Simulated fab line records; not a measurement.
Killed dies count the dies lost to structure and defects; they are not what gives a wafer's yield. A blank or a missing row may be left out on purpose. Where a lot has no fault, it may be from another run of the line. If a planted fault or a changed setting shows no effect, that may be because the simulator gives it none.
fab line records	flow nand_harc
record: lots: 13	wafers: 39	last_day: 34
route steps=1302 shown A_CONTACT@1042
lots that met no fault: taken from a fault-free run of the same line
start_h: the number of hours between the record's first day and the start of the first shown wafer of the lot	wait_h: time in hours since the lot's previous step	" identical to the entry in the row above	L1.1+2: a row that stands for several wafers	- no value present, or no start provided	* or withheld: withheld	< > ~ a bound
route shown NAME@n: NAME is a module with steps in the file, n the number in the route of the first one	usual: the fault-free wafers' mean and standard deviation	same: alike in all rows	chamber/n: place in a boat	sites: each site's reading	_std_site: standard deviation across them	_edge_site: the outer-site mean with the inner-site mean subtracted	radius_mm: how far each site lies from the wafer's centre	mask NAME#n: copy n	behind: the tool/chamber that last shaped the wafer	hold: what put the lot on hold/how long, in hours/how the hold closed	device: transistor that didn't switch, given as n, p or np	end of line: the route-end tests of the same wafers	for a step that has no rows: nothing shown but its recipe	killed: dies that structure and defects cost at the first sort, which is not the same as the wafer's yield	map: shows each die of a wafer: x if killed, . if not, _ if none is there
set.NAME: setting as actually run; set.NAME@STEP: the setting as run at that earlier step	model.NAME: the simulator's own value behind a step, which no gauge read
a sample of lots followed through the steps of the route, with each step as a table and each wafer as a row
services: a tool's chamber out of use, with start hour (start_h, from the record's first day; less than 0 if before it), hours out, and reason
== steps ==
step: NHARC_A_CONTACT_DESCUM_74
recipe: time_s: 3	o2_flow_sccm: 200	ar_flow_sccm: 0	bias_power_w: 0	chemistry: O2
usual: drypump_motor_current_A: 5.9/0.35	oes_product_au: 1.002/0.011	rf_vpp_V: 57.6/0.97	showerhead_plenum_p_Torr: 1.89/0.075	throttle_valve_pct: 11.311/0.0093
lot.wafer	tool	chamber	start_h	wait_h	drypump_motor_current_A	oes_product_au	rf_hours_counter_h	rf_vpp_V	showerhead_plenum_p_Torr	throttle_valve_pct
L478.2	rie_diel-04	2	518.86	0.1	6.3	1.009	28	57.6	1.97	11.311
L478.4	"	0	"	"	5.6	0.985	27	58.4	1.80	11.302
L478.5	"	2	"	"	6.3	1.006	-	58.5	1.97	11.309
L480.1	rie_diel-02	2	531.52	0.1	6.0	1.002	44	57.2	1.79	11.322
L480.4	"	3	"	"	6.1	1.002	-	57.8	1.89	11.334
L480.6	"	1	"	"	5.9	0.994	-	56.8	1.83	11.295
L482.6	rie_diel-03	2	531.95	0.1	6.6	0.980	-	57.3	1.77	11.318
L482.5	"	3	"	"	6.3	0.982	-	57.3	1.90	11.319
L482.4	"	0	"	"	5.6	0.974	-	60.5	1.93	11.305
L481.1	rie_diel-02	2	538.68	0.1	6.0	1.009	46	56.6	1.79	11.292
L481.3	"	1	"	"	5.9	0.999	46	57.7	1.83	11.310
L481.5	"	2	"	"	6.0	1.010	-	57.3	1.79	11.325
L479.2	rie_diel-03	3	539.23	0.1	6.3	0.990	24	57.1	1.90	11.315
L479.1	"	1	"	"	5.6	0.985	17	56.0	1.97	11.299
L479.6	"	2	"	"	6.6	1.001	-	58.2	1.77	11.305
L484.2	rie_diel-04	2	572.56	0.1	6.3	0.991	4	59.2	1.97	11.307
L484.4	"	1	"	"	5.6	0.997	4	58.1	1.86	11.314
L484.5	"	3	"	"	5.5	1.023	-	56.5	1.95	11.320
L488.1	rie_diel-04	3	610.16	0.1	5.5	1.021	10	58.9	1.94	11.322
L488.2	"	1	"	"	5.6	1.019	9	55.6	1.86	11.300
L488.6	"	3	"	"	5.5	1.024	-	58.0	1.94	11.310
L487.4	rie_diel-02	2	620.19	0.1	6.0	1.018	16	57.3	1.78	11.316
L487.3	"	3	"	"	6.1	1.016	14	57.3	1.88	11.326
L487.5	"	1	"	"	5.9	0.993	-	56.9	1.82	11.329
L486.4	rie_diel-02	0	632.00	0.1	5.6	1.016	14	58.9	1.93	11.317
L486.2	"	1	"	"	6.0	0.994	16	57.9	1.82	11.296
L486.3	"	2	"	"	6.0	1.011	19	57.1	1.78	11.321
L493.4	rie_diel-02	1	663.34	0.1	5.9	0.996	27	57.5	1.82	11.331
L493.6	"	0	"	"	5.6	1.018	-	58.0	1.93	11.314
L493.5	"	1	"	"	6.0	0.988	-	56.7	1.82	11.315
L494.3	rie_diel-03	0	677.03	0.1	5.7	1.015	9	58.3	1.91	11.306
L494.1	"	2	"	"	6.6	1.000	11	59.5	2.07	11.311
L494.5	"	1	"	"	5.6	1.006	-	57.6	1.95	11.313
L499.4	rie_diel-03	1	715.78	0.1	5.6	1.020	20	56.4	1.95	11.319
L499.2	"	2	"	"	6.6	1.009	20	58.6	2.07	11.317
L499.5	"	2	"	"	6.6	1.014	-	58.3	2.07	11.300
L500.2	rie_diel-04	0	745.56	0.1	5.6	1.014	5	56.5	1.79	11.308
L500.1	"	2	"	"	6.3	0.990	5	58.3	1.96	11.319
L500.5	"	0	"	"	5.6	1.015	-	55.1	1.79	11.302
step: NHARC_A_CONTACT_ETCH_75
recipe: target_depth_a: 390	over_etch_frac: 0.3	time_s: 65	ion_energy_ev: 80	cf4_flow_sccm: 150	ar_flow_sccm: 0	rf_w: 300	bias_w: 100	chemistry: CF4
usual: drypump_motor_current_A: 5.9/0.34	oes_product_au: 1.003/0.01	rf_vpp_V: 150.9/1.1	run_length_s: 86.3/0.38	showerhead_plenum_p_Torr: 1.74/0.063	throttle_valve_pct: 13.284/0.0085
lot.wafer	tool	chamber	start_h	wait_h	drypump_motor_current_A	oes_product_au	rf_hours_counter_h	rf_vpp_V	run_length_s	showerhead_plenum_p_Torr	throttle_valve_pct
L478.2	rie_diel-04	1	518.94	0.1	5.6	0.989	23	151.7	86.1	1.72	13.277
L478.4	"	2	"	"	6.3	1.002	28	151.3	86.2	1.82	13.282
L478.5	"	1	"	"	5.6	1.007	-	149.8	86.1	1.72	13.279
L480.1	rie_diel-02	3	531.64	0.1	6.1	1.012	38	152.1	87.0	1.75	13.290
L480.4	"	2	"	"	6.0	1.011	-	149.6	85.5	1.66	13.286
L480.6	"	3	"	"	6.1	1.005	-	151.8	86.6	1.75	13.288
L482.6	rie_diel-03	0	532.05	0.1	5.7	1.000	-	151.1	87.0	1.78	13.275
L482.4	"	2	"	"	6.6	1.001	-	151.1	86.6	1.65	13.296
L482.5	"	3	"	"	6.3	0.983	-	151.0	85.9	1.76	13.283
L481.1	rie_diel-02	1	538.77	0.1	6.0	0.994	46	150.3	86.5	1.70	13.272
L481.3	"	0	"	"	5.6	1.005	45	151.8	86.5	1.79	13.289
L481.5	"	1	"	"	5.9	0.989	-	150.9	86.9	1.70	13.292
L479.2	rie_diel-03	2	539.31	0.1	6.6	1.000	22	149.5	87.2	1.65	13.284
L479.1	"	1	"	"	5.6	0.988	17	153.1	86.2	1.81	13.281
L479.6	"	3	"	"	6.3	0.984	-	150.6	86.0	1.76	13.281
L484.2	rie_diel-04	1	572.65	0.1	5.6	1.000	4	152.4	86.5	1.72	13.266
L484.4	"	2	"	"	6.2	0.985	4	152.6	86.9	1.81	13.303
L484.5	"	0	"	"	5.6	1.002	-	149.5	86.2	1.67	13.270
L488.2	rie_diel-04	2	610.25	0.1	6.3	0.983	10	150.4	86.5	1.81	13.290
L488.1	"	3	"	"	5.5	1.009	10	152.6	86.3	1.79	13.284
L488.6	"	1	"	"	5.6	0.996	-	149.5	86.0	1.72	13.279
L487.3	rie_diel-02	0	620.28	0.1	5.7	1.006	12	149.4	85.8	1.79	13.294
L487.4	"	2	"	"	6.0	1.007	16	150.4	86.0	1.65	13.287
L487.5	"	0	"	"	5.7	1.018	-	150.5	85.6	1.79	13.303
L486.2	rie_diel-02	1	632.08	0.1	5.9	0.993	16	150.8	86.8	1.69	13.286
L486.3	"	3	"	"	6.1	1.017	17	151.9	86.5	1.74	13.278
L486.4	"	0	"	"	5.6	1.022	14	152.1	86.5	1.78	13.282
L493.4	rie_diel-02	1	663.41	0.1	6.0	1.008	27	149.2	86.5	1.69	13.290
L493.6	"	1	"	"	6.0	1.005	-	150.0	86.5	1.69	13.269
L493.5	"	2	"	"	6.0	1.024	-	149.8	85.6	1.65	13.286
L494.1	rie_diel-03	2	677.24	0.2	6.6	1.004	11	153.0	86.5	1.90	13.268
L494.3	"	3	"	"	6.4	1.000	9	150.8	86.1	1.75	13.279
L494.5	"	0	"	"	5.6	1.006	-	151.5	86.8	1.77	13.271
L499.4	rie_diel-03	0	715.92	0.1	5.6	1.001	22	149.4	86.5	1.76	13.282
L499.2	"	2	"	"	6.6	1.007	20	153.1	69.7	1.90	13.290
L499.5	"	1	"	"	5.6	1.012	-	150.4	86.4	1.80	13.295
L500.1	rie_diel-04	1	745.64	0.1	5.6	0.994	2	152.0	86.3	1.72	13.281
L500.2	"	3	"	"	5.5	1.002	5	150.5	86.3	1.79	13.277
L500.5	"	1	"	"	5.6	0.993	-	150.8	86.4	1.72	13.270
step: NHARC_A_CONTACT_ETCH_78
recipe: target_depth_a: 53000	over_etch_frac: 0.3	time_s: 1378	ion_energy_ev: 150	o2_flow_sccm: 400	cos_flow_sccm: 20	ar_flow_sccm: 0	rf_w: 500	bias_w: 300	chemistry: O2/COS
usual: cos_flow_sccm: 20.00/0.058	drypump_motor_current_A: 5.9/0.33	oes_product_au: 1.001/0.011	rf_vpp_V: 313.4/1.9	run_length_s: 1399.3/0.43	showerhead_plenum_p_Torr: 3.08/0.11	throttle_valve_pct: 28.330/0.0092
lot.wafer	tool	chamber	start_h	wait_h	cos_flow_sccm	drypump_motor_current_A	oes_product_au	rf_hours_counter_h	rf_vpp_V	run_length_s	showerhead_plenum_p_Torr	throttle_valve_pct
L478.4	rie_diel-04	0	-	-	20.03	5.6	1.007	27	311.6	1399.3	2.94	28.308
L478.2	"	2	"	"	19.94	6.3	0.994	29	314.8	1399.6	3.20	28.336
L478.5	"	0	"	"	19.88	5.6	1.004	-	310.0	1398.8	2.94	28.308
L480.1	rie_diel-02	1	-	-	19.91	6.0	0.993	45	311.9	1399.6	2.99	28.340
L480.6	"	3	"	"	19.99	6.1	1.000	-	314.2	1400.0	3.08	28.350
L480.4	"	1	"	"	19.91	6.0	0.996	-	312.3	1399.5	2.99	28.342
L482.6	rie_diel-03	0	-	-	20.01	5.7	0.991	-	313.2	1399.6	3.15	28.322
L482.5	"	2	"	"	20.04	6.6	1.007	-	310.9	1400.0	2.90	28.345
L482.4	"	3	"	"	20.02	6.3	0.987	-	314.6	1398.8	3.10	28.337
L481.1	rie_diel-02	2	-	-	19.92	6.0	1.006	46	313.0	1398.7	2.92	28.319
L481.3	"	3	"	"	20.00	6.1	1.012	40	312.7	1400.1	3.08	28.334
L481.5	"	3	"	"	19.98	6.1	1.006	-	311.6	1400.0	3.08	28.321
L479.1	rie_diel-03	0	-	-	20.01	5.7	1.007	22	315.4	1399.7	3.15	28.315
L479.2	"	3	"	"	20.03	6.3	1.005	25	313.0	1398.7	3.10	28.323
L479.6	"	0	"	"	20.02	5.7	0.989	-	314.3	1399.4	3.15	28.329
L484.4	rie_diel-04	3	-	-	20.00	5.5	1.019	5	315.3	1399.9	3.17	28.334
L484.2	"	2	"	"	20.02	6.3	0.993	5	316.0	1399.6	3.20	28.326
L484.5	"	3	"	"	20.01	5.5	1.026	-	315.0	1399.4	3.17	28.327
L488.2	rie_diel-04	0	-	-	20.00	5.6	1.004	10	311.4	1399.3	2.94	28.328
L488.1	"	1	"	"	20.03	5.7	0.992	10	311.6	1399.0	3.04	28.325
L488.6	"	1	"	"	20.00	5.7	0.993	-	313.2	1399.2	3.04	28.335
L487.4	rie_diel-02	3	-	-	19.91	6.1	1.011	15	314.3	1399.6	3.07	28.333
L487.3	"	0	"	"	19.91	5.6	1.014	12	314.1	1398.6	3.15	28.340
L487.5	"	2	"	"	19.91	6.0	1.008	-	311.5	1398.7	2.91	28.342
L486.4	rie_diel-02	2	-	-	20.05	6.0	0.998	19	310.5	1398.7	2.91	28.326
L486.3	"	3	"	"	20.02	6.1	1.012	17	313.0	1399.9	3.07	28.337
L486.2	"	0	"	"	20.08	5.6	0.990	14	314.9	1399.0	3.15	28.324
L493.4	rie_diel-02	1	-	-	19.99	6.0	0.992	27	313.1	1399.7	2.97	28.315
L493.5	"	2	"	"	20.05	6.0	1.006	-	311.2	1399.0	2.90	28.334
L493.6	"	3	"	"	20.03	6.1	1.014	-	313.4	1399.6	3.06	28.337
L494.3	rie_diel-03	0	-	-	19.97	5.7	1.002	10	314.2	1399.7	3.12	28.323
L494.1	"	1	"	"	19.98	5.6	1.008	11	314.9	1399.5	3.18	28.325
L494.5	"	0	"	"	19.92	5.7	1.015	-	314.8	1399.4	3.12	28.335
L499.4	rie_diel-03	3	-	-	20.02	6.3	0.984	21	312.5	1398.5	3.07	28.335
L499.2	"	1	"	"	19.96	5.6	1.011	21	314.6	1399.0	3.17	28.329
L499.5	"	0	"	"	19.99	5.7	0.999	-	314.8	1399.3	3.11	28.321
L500.1	rie_diel-04	0	-	-	19.90	5.6	1.018	6	311.7	1398.8	2.93	28.331
L500.2	"	3	"	"	19.97	5.5	1.004	6	314.6	1399.2	3.15	28.324
L500.5	"	1	"	"	19.91	5.6	0.997	-	314.7	1399.2	3.03	28.334
step: NHARC_A_CONTACT_ETCH_132
recipe: source_w: withheld	pressure_mtorr: 20	bias_v: 3000	time_s: 197	target_depth_a: 19240	ar_flow_sccm: withheld	c4f8_flow_sccm: withheld	o2_flow_sccm: withheld	chemistry: C4F8/O2/Ar
usual: run_length_s: 197/0
lot.wafer	tool	chamber	start_h	wait_h	rf_hours_counter_h	run_length_s
L478.2	har_cap_etch-01	1	522.33	0.2	1	197
L478.4	"	1	"	"	-	197
L478.5	"	0	"	"	-	197
L480.1	har_cap_etch-02	0	535.03	0.1	91	197
L480.4	"	0	"	"	-	197
L480.6	"	0	"	"	-	197
L482.4	har_cap_etch-03	0	535.90	0.2	-	197
L482.6	"	1	"	"	-	197
L482.5	"	0	"	"	-	197
L481.1	har_cap_etch-01	0	541.69	0.1	5	197
L481.3	"	1	"	"	-	197
L481.5	"	1	"	"	-	197
L479.2	har_cap_etch-02	1	542.19	0.1	93	197
L479.1	"	0	"	"	93	197
L479.6	"	1	"	"	-	197
L484.2	har_cap_etch-02	0	575.76	0.1	98	197
L484.4	"	0	"	"	-	197
L484.5	"	1	"	"	-	197
L488.2	har_cap_etch-01	1	614.41	0.1	17	197
L488.1	"	0	"	"	17	197
L488.6	"	1	"	"	-	197
L487.3	har_cap_etch-03	0	623.23	0.1	-	197
L487.4	"	1	"	"	-	197
L487.5	"	0	"	"	-	197
L486.2	har_cap_etch-01	1	635.01	0.1	21	197
L486.3	"	0	"	"	-	197
L486.4	"	1	"	"	-	197
L493.4	har_cap_etch-03	1	666.40	0.1	-	197
L493.5	"	0	"	"	-	197
L493.6	"	1	"	"	-	197
L494.1	har_cap_etch-02	1	680.10	0.1	116	197
L494.3	"	0	"	"	-	197
L494.5	"	0	"	"	-	197
L499.2	har_cap_etch-01	0	718.82	0.1	38	197
L499.4	"	1	"	"	-	197
L499.5	"	0	"	"	-	197
L500.1	har_cap_etch-02	0	748.54	0.1	127	197
L500.2	"	1	"	"	127	197
L500.5	"	1	"	"	-	197
== services ==
tool	chamber	start_h	hours	kind
har_cap_etch-01	-	497.00	17.0	pm
rie_diel-02	0	504.87	-	clean
rie_diel-02	1	504.87	-	clean
rie_diel-02	2	504.87	-	clean
rie_diel-02	3	504.87	-	clean
rie_diel-03	1	518.37	15.8	repair
rie_diel-02	0	529.39	-	clean
rie_diel-02	1	529.39	-	clean
rie_diel-02	2	529.39	-	clean
rie_diel-02	3	529.39	-	clean
rie_diel-04	-	531.90	9.0	pm
rie_diel-02	0	553.94	-	clean
rie_diel-02	1	553.94	-	clean
rie_diel-02	2	553.94	-	clean
rie_diel-02	-	572.22	9.0	pm
rie_diel-03	-	635.98	9.0	pm
rie_diel-03	2	686.75	4.4	repair
rie_diel-03	1	698.73	5.7	repair
har_cap_etch-02	-	702.83	0.5	repair
rie_diel-04	-	708.93	9.0	pm
rie_diel-04	1	728.03	7.0	repair
rie_diel-03	3	729.27	9.7	repair
rie_diel-02	1	730.55	5.9	repair
rie_diel-03	3	745.25	21.0	repair
== key ==
first_sign: step: NHARC_A_CONTACT_ETCH_75	reading: run_length_s	direction: down	sigmas: 44	usual: *	struck: *
effect none on later readings
met_at NHARC_A_CONTACT_ETCH_75
struck_lots L499
struck_wafers L499.2
sort_left_out L499.2
tester_left_out L499
not_acting_at NHARC_A_CONTACT_DESCUM_74,NHARC_A_CONTACT_ETCH_78,NHARC_A_CONTACT_ETCH_132
onset_between 677.24 715.92
fault: kind: process_parameter_drift	tool: rie_diel-03	chamber: 2	onset_h: 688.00	steps: NHARC_A_CONTACT_ETCH_75	channel: time_s	offset: *	shape: step	acts_in: *	stated: *
tester_left_out: of these lots the tester's yield and bins aren't shown, on N5 and GAA mostly nor the transistor test; their killed dies are dies lost to structure and defects alone, not to doping, threshold or leakage, so they don't give the yield
sort_left_out: the simulated sort isn't trusted on such a fault, so these wafers' sort isn't shown, and their yield isn't known
